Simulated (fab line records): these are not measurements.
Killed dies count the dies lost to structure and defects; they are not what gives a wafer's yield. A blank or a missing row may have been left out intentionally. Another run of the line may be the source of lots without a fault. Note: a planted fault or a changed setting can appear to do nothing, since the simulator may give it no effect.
Which tool is to blame? + flow n5 finfet + 30 wafers from 10 lots sampled at 5 of the route's 1938 steps

== WHAT THE GAUGES READ, wafer by wafer ==
N5_BEOL_M1_RS_MEAS_58: measurement is done with a four-point probe. Usual: M1_RS gives 0.66 ohm/sq (standard deviation 0.035).
| lot  | measured     | on            | M1_RS (ohm/sq) | flag |
|------|--------------|---------------|----------------|------|
| L193 | day 6 08:41  | film metro-01 | 0.70 0.62 0.62 |      |
| L194 | day 7 00:52  | film metro-02 | 0.62 0.64 0.62 |      |
| L196 | day 7 12:37  | film metro-01 | 0.65 0.64 0.64 |      |
| L200 | day 8 01:05  | film metro-02 | 0.67 0.76 0.71 |      |
| L203 | day 9 03:27  | film metro-02 | 0.67 0.71 0.63 |      |
| L204 | day 9 11:27  | film metro-02 | 0.68 0.63 0.65 |      |
| L211 | day 10 23:05 | film metro-02 | 0.72 0.72 0.67 |      |
| L212 | day 11 03:49 | film metro-01 | 0.70 0.64 0.68 |      |
| L213 | day 11 05:52 | film metro-02 | 0.69 0.67 0.66 |      |
| L214 | day 11 14:30 | film metro-02 | 0.71 0.66 0.65 |      |

N5_BEOL_M4_RC_MEAS_101. Usual: DIBL_N 37.3 mV/V, standard deviation 2.3; DIBL_P 37.4 mV/V, standard deviation 2.9; IOFF_N 0.18 nA/um, standard deviation 0.045; IOFF_P 0.25 nA/um, standard deviation 0.054; ION_N 679 uA/um, standard deviation 15; ION_P 468 uA/um, standard deviation 9.7; SS_N 71.8 mV/dec, standard deviation 0.62; SS_P 73.6 mV/dec, standard deviation 0.76; VT_N 248 mV, standard deviation 4.1; VT_P -248 mV, standard deviation 3.6.
| lot  | measured     | on        | DIBL_N (mV/V)  | DIBL_P (mV/V)  | IOFF_N (nA/um) | IOFF_P (nA/um) | ION_N (uA/um) | ION_P (uA/um) | SS_N (mV/dec)  | SS_P (mV/dec)  | VT_N (mV)   | VT_P (mV)      | flag |
|------|--------------|-----------|----------------|----------------|----------------|----------------|---------------|---------------|----------------|----------------|-------------|----------------|------|
| L193 | day 7 19:43  | prober-02 | 40.0 36.8 42.1 | 39.1 35.1 40.9 | 0.22 0.16 0.27 | 0.33 0.23 0.35 | 686 680 691   | 470 469 472   | 71.7 71.4 72.3 | 73.7 73.0 74.2 | 242 249 243 | -242 -248 -241 |      |
| L194 | day 8 14:34  | prober-01 | 36.8 36.2 37.5 | 37.7 35.5 37.9 | 0.16 0.14 0.17 | 0.26 0.24 0.28 | 687 669 689   | 483 466 482   | 72.0 71.4 71.9 | 74.3 73.4 73.8 | 247 251 246 | -246 -245 -246 |      |
| L196 | day 8 21:13  | prober-01 | 37.0 32.8 34.7 | 38.6 32.4 35.2 | 0.17 0.09 0.12 | 0.24 0.14 0.18 | 697 651 666   | 480 450 459   | 71.6 71.4 71.6 | 72.8 71.4 72.1 | 247 259 253 | -249 -254 -249 |      |
| L200 | day 9 07:28  | prober-01 | 35.1 37.2 37.0 | 35.3 38.0 37.3 | 0.15 0.19 0.19 | 0.22 0.27 0.26 | 687 687 687   | 473 472 470   | 71.1 72.2 71.5 | 73.1 73.1 73.8 | 246 245 245 | -248 -245 -247 |      |
| L203 | day 10 19:53 | prober-01 | 36.9 32.6 36.2 | 38.9 32.7 38.4 | 0.18 0.11 0.19 | 0.25 0.16 0.25 | 673 675 692   | 462 461 472   | 72.5 70.8 72.3 | 73.3 72.4 73.1 | 247 258 246 | -249 -254 -246 |      |
| L204 | day 10 20:28 | prober-02 | 38.0 37.5 39.2 | 39.3 38.2 40.2 | 0.22 0.17 0.25 | 0.24 0.21 0.26 | 696 675 702   | 471 455 467   | 71.9 72.6 71.9 | 73.7 73.8 73.8 | 245 248 242 | -251 -253 -247 |      |
| L211 | day 12 10:14 | prober-01 | 38.1 39.1 36.4 | 38.7 39.5 35.6 | 0.18 0.20 0.16 | 0.23 0.24 0.19 | 679 674 685   | 459 458 465   | 72.0 71.9 71.9 | 73.5 73.8 73.0 | 246 246 249 | -250 -250 -252 |      |
| L212 | day 12 10:40 | prober-02 | 39.6 41.1 36.8 | 38.4 40.5 33.9 | 0.19 0.23 0.14 | 0.25 0.32 0.17 | 683 682 653   | 464 467 449   | 71.9 73.4 71.7 | 74.1 74.8 72.3 | 248 246 255 | -251 -244 -253 |      |
| L213 | day 13 04:02 | prober-01 | 38.4 36.2 38.8 | 38.8 35.8 39.9 | 0.19 0.15 0.20 | 0.27 0.22 0.29 | 677 662 677   | 475 462 469   | 71.7 71.6 72.2 | 73.7 72.5 73.6 | 246 252 248 | -244 -245 -245 |      |
| L214 | day 13 07:53 | prober-02 | 40.7 35.8 39.5 | 41.8 35.6 41.2 | 0.23 0.14 0.22 | 0.30 0.20 0.28 | 679 662 677   | 467 462 464   | 72.8 71.7 73.2 | 73.9 73.1 74.6 | 244 252 246 | -248 -252 -249 |      |

== WHAT TOOL EACH LOT RAN ON (gives the tool, then ch and the chambers of the sampled wafers, and finally the start) ==
| lot  | N5_BEOL_M1_SPUTTER_90        | N5_BEOL_M1_SPUTTER_92        | N5_BEOL_M2_COAT_62                |
|------|------------------------------|------------------------------|-----------------------------------|
| L193 | pvd sputter-01, day 6 06:53  | pvd sputter-01, day 6 07:07  | litho track-03 ch 0, day 6 11:47  |
| L194 | pvd sputter-01, day 6 23:07  | pvd sputter-01, day 6 23:20  | litho track-03 ch 0, day 7 03:51  |
| L196 | pvd sputter-02, day 7 10:47  | pvd sputter-02, day 7 11:00  | litho track-05 ch 0, day 7 13:20  |
| L200 | pvd sputter-02, day 7 23:19  | pvd sputter-02, day 7 23:33  | litho track-05 ch 0, day 8 02:08  |
| L203 | pvd sputter-01, day 9 01:40  | pvd sputter-01, day 9 01:53  | litho track-05 ch 0, day 9 03:48  |
| L204 | pvd sputter-01, day 9 09:36  | pvd sputter-01, day 9 09:49  | litho track-05 ch 0, day 9 11:52  |
| L211 | pvd sputter-01, day 10 21:20 | pvd sputter-01, day 10 21:33 | litho track-03 ch 0, day 11 01:13 |
| L212 | pvd sputter-01, day 11 00:31 | pvd sputter-01, day 11 00:44 | litho track-01 ch 0, day 11 05:11 |
| L213 | pvd sputter-02, day 11 03:48 | pvd sputter-02, day 11 04:01 | litho track-01 ch 0, day 11 07:16 |
| L214 | pvd sputter-02, day 11 12:47 | pvd sputter-02, day 11 13:01 | litho track-03 ch 0, day 11 16:54 |
- N5_BEOL_M1_SPUTTER_90: material Cu, target thk 4.5 nm, time 8.29 s.
- N5_BEOL_M1_SPUTTER_92: material Cu, target thk 4.5 nm, time 8.29 s.
- N5_BEOL_M2_COAT_62: time 60 s, resist thk 12 nm.

== AS READ BY THE TOOLS THEMSELVES (means over the sampled wafers that have a number; for cases with no such wafer, the mark the record gives instead) ==
N5_BEOL_M1_SPUTTER_90. Usual: chuck sensor temp C -16.0 C, standard deviation 0.65; throttle valve pct 29.8 %, standard deviation 1.1.
| lot  | tool           | chuck sensor temp C (C) | throttle valve pct (%) | flag |
|------|----------------|-------------------------|------------------------|------|
| L193 | pvd sputter-01 | -16.1                   | 30.5                   |      |
| L194 | pvd sputter-01 | -16.7                   | 29.0                   |      |
| L196 | pvd sputter-02 | -15.5                   | 30.0                   |      |
| L200 | pvd sputter-02 | -15.6                   | 29.9                   |      |
| L203 | pvd sputter-01 | -15.6                   | 30.7                   |      |
| L204 | pvd sputter-01 | -16.4                   | 29.8                   |      |
| L211 | pvd sputter-01 | -16.0                   | 30.2                   |      |
| L212 | pvd sputter-01 | -16.1                   | 30.2                   |      |
| L213 | pvd sputter-02 | -15.7                   | 30.1                   |      |
| L214 | pvd sputter-02 | -15.7                   | 29.8                   |      |

N5_BEOL_M1_SPUTTER_92. Usual: chuck sensor temp C -16.0 C, standard deviation 0.66; throttle valve pct 29.8 %, standard deviation 1.1.
| lot  | tool           | chuck sensor temp C (C) | throttle valve pct (%) | flag |
|------|----------------|-------------------------|------------------------|------|
| L193 | pvd sputter-01 | -16.1                   | 30.6                   |      |
| L194 | pvd sputter-01 | -16.7                   | 28.9                   |      |
| L196 | pvd sputter-02 | -15.4                   | 29.8                   |      |
| L200 | pvd sputter-02 | -15.7                   | 29.8                   |      |
| L203 | pvd sputter-01 | -15.5                   | 30.7                   |      |
| L204 | pvd sputter-01 | -16.5                   | 29.7                   |      |
| L211 | pvd sputter-01 | -16.0                   | 30.0                   |      |
| L212 | pvd sputter-01 | -16.0                   | 30.1                   |      |
| L213 | pvd sputter-02 | -15.7                   | 30.0                   |      |
| L214 | pvd sputter-02 | -15.8                   | 29.7                   |      |

N5_BEOL_M2_COAT_62. Usual: dispense pressure kPa 51.2 kPa, standard deviation 2.2; spin speed rpm 1499.8 rpm, standard deviation 1.2.
| lot  | tool           | dispense pressure kPa (kPa) | spin speed rpm (rpm) | flag |
|------|----------------|-----------------------------|----------------------|------|
| L193 | litho track-03 | 49.5                        | 1500.7               |      |
| L194 | litho track-03 | 49.5                        | 1500.2               |      |
| L196 | litho track-05 | 54.7                        | 1500.0               |      |
| L200 | litho track-05 | 54.7                        | 1499.6               |      |
| L203 | litho track-05 | 54.7                        | 1603.2               | OFF  |
| L204 | litho track-05 | 54.7                        | 1603.5               | OFF  |
| L211 | litho track-03 | 49.5                        | 1500.7               |      |
| L212 | litho track-01 | 50.0                        | 1499.6               |      |
| L213 | litho track-01 | 50.0                        | 1498.9               |      |
| L214 | litho track-03 | 49.5                        | 1499.8               |      |

== THE ANSWER, worked out from the rows above alone ==
Rule: lot off if the mean of its wafers having a number is beyond 3 standard deviations from the usual mean. A lot without any number at a reading at which 4 lots or more have one is off too. All remaining lots with rows at the step are treated as sound. After the gauges, taken in route order, come the tools' own readings; for these a lot's mean is taken, as printed above. The first step at which some lot is off is used, and at that step the reading that is off furthest; a lot without a number counts as furthest.
Off: L203, L204, at N5_BEOL_M2_COAT_62 (spin speed rpm).
If a tool, at that step or one of the process steps before it, ran each lot that is off and ran no sound lot following the first of them, it fits. One fits: N5_BEOL_M2_COAT_62 on litho track-05. A fault onset in the window from L200 (day 8 02:08, its last sound lot) to L203 (day 9 03:48, its first lot off) fits.
The tool's own readings at N5_BEOL_M2_COAT_62 bear it out: on the lots that are off they differ by more than 5 times the standard deviation of the sound lots' means. spin speed rpm reads 1603.3 rpm there against 1499.9 rpm on the sound lots.

== WHAT THE SIMULATOR HAD INSERTED ==
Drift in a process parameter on litho track-05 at N5_BEOL_M2_COAT_62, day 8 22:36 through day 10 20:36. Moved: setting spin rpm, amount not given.
Lots struck among those shown: L203, L204. The rule given above showed the same thing.
